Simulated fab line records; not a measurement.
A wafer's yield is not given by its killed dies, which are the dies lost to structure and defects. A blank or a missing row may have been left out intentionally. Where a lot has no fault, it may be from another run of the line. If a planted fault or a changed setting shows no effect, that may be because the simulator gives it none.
Chamber matching	flow n5_finfet	N5_GATE_CUT_CMP_61 on cmp-03 has 4 sister chambers
The step polishes, stops on SiNx, t overpolish 3 s. 18 wafers are shown with their chamber, then 9 later ones without.

== WAFERS WITH THEIR CHAMBER ==
wafer	chamber	motor_current_A (A)	slurry_filter_dp_kPa (kPa)
L075.1	2	12.2	13.43
L075.2	3	12.9	13.44
L075.6	0	10.8	13.62
L080.2	1	13.1	13.61
L080.4	0	10.9	13.56
L080.5	0	11.4	13.49
L082.1	3	12.7	13.54
L082.3	1	12.4	13.40
L082.4	2	12.6	13.43
L083.2	3	12.5	13.43
L083.3	1	12.6	13.56
L083.6	3	13.0	13.49
L087.1	3	12.6	13.77
L087.2	2	12.4	13.76
L087.5	2	11.7	13.44
L090.2	2	12.3	13.51
L090.4	3	13.1	13.48
L090.6	3	12.9	13.68

SIGNATURES, as means of the wafers listed above
reading	chamber 0	chamber 1	chamber 2	chamber 3	scatter within a chamber
motor_current_A	11.033	12.700	12.240	12.814	0.294
slurry_filter_dp_kPa	13.5567	13.5233	13.5140	13.5471	0.123
Rule: for a wafer and a chamber, the distance is found by dividing, reading by reading, the gap between the wafer's reading and the chamber's mean by the reading's scatter, squaring, summing and taking the root. If the next closest chamber is less than 2 further off than the closest, the wafer can't be placed; otherwise it belongs to the closest. The scatter: take each reading less its chamber's mean, square it, sum over the shown wafers, divide by the number of wafers less the number of chambers, and take the root.

== WAFERS WITHOUT THEIR CHAMBER ==
wafer	motor_current_A (A)	slurry_filter_dp_kPa (kPa)
L092.1	11.3	13.37
L092.2	13.0	13.48
L092.4	12.4	13.31
L094.1	11.4	13.32
L094.3	12.7	13.38
L094.4	12.9	13.41
L096.2	12.5	13.34
L096.5	12.4	13.28
L096.6	12.6	13.23

== CHAMBER TAKEN BY EACH ==
wafer	from the rows above	in truth
L092.1	can't be placed: 0 or 2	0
L092.2	can't be placed: 3 or 1 or 2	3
L092.4	can't be placed: 2 or 1 or 3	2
L094.1	can't be placed: 0 or 2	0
L094.3	can't be placed: 1 or 3 or 2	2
L094.4	can't be placed: 1 or 3 or 2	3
L096.2	can't be placed: 1 or 2 or 3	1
L096.5	can't be placed: 2 or 1 or 3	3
L096.6	can't be placed: 1 or 2 or 3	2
Placed correctly: 0 of 9. Cannot be placed on the basis of these rows: 9; the candidates contain the true chamber in 9. Wrongly placed: 0.
